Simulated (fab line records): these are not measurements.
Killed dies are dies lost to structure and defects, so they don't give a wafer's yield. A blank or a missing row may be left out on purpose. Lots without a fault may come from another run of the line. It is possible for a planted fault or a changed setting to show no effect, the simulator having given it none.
Chamber matching / flow n5-finfet / N5_BEOL_M0_CO_CAP_123 on cvd-co-01 has 3 sister chambers
The step material Co, precursor CCTBA/H2, target thk 2 nm, time 102.1 s. 6 wafers are shown with their chamber, then 7 later ones without.

## WAFERS, EACH WITH ITS CHAMBER
wafer=L178.4; chamber=1; heater-power-w (W)=283; susceptor-temp-C (C)=200.09
wafer=L179.6; chamber=0; heater-power-w (W)=253; susceptor-temp-C (C)=199.95
wafer=L185.4; chamber=0; heater-power-w (W)=251; susceptor-temp-C (C)=199.98
wafer=L185.5; chamber=2; heater-power-w (W)=201; susceptor-temp-C (C)=200.22
wafer=L192.3; chamber=1; heater-power-w (W)=285; susceptor-temp-C (C)=199.96
wafer=L192.4; chamber=2; heater-power-w (W)=205; susceptor-temp-C (C)=200.30

## WAFERS MISSING THEIR CHAMBER
wafer=L192.5; heater-power-w (W)=283; susceptor-temp-C (C)=199.80
wafer=L193.1; heater-power-w (W)=290; susceptor-temp-C (C)=200.18
wafer=L193.3; heater-power-w (W)=253; susceptor-temp-C (C)=199.90
wafer=L193.4; heater-power-w (W)=201; susceptor-temp-C (C)=199.68
wafer=L194.1; heater-power-w (W)=201; susceptor-temp-C (C)=199.86
wafer=L194.3; heater-power-w (W)=283; susceptor-temp-C (C)=200.16
wafer=L194.4; heater-power-w (W)=250; susceptor-temp-C (C)=199.91

## CHAMBER TAKEN BY EACH
wafer=L192.5; from the rows above=1; in truth=1
wafer=L193.1; from the rows above=1; in truth=1
wafer=L193.3; from the rows above=0; in truth=0
wafer=L193.4; from the rows above=2; in truth=2
wafer=L194.1; from the rows above=2; in truth=2
wafer=L194.3; from the rows above=1; in truth=1
wafer=L194.4; from the rows above=0; in truth=0
Correct placement for 7 of the 7. Not placeable from these rows: 0. Placed wrongly: 0.
How it was worked out, from the rows above alone: a wafer's distance from a chamber is the root of the sum, over the readings, of the square of ((its reading less the chamber's mean) divided by the reading's scatter). If the next closest chamber is less than 2 further off than the closest, the wafer can't be placed; otherwise it belongs to the closest. Each chamber's mean is taken over the wafers shown for it. The scatter is the square root of a quotient: the sum, over the shown wafers, of each reading's squared deviation from its chamber's mean, divided by wafers minus chambers.
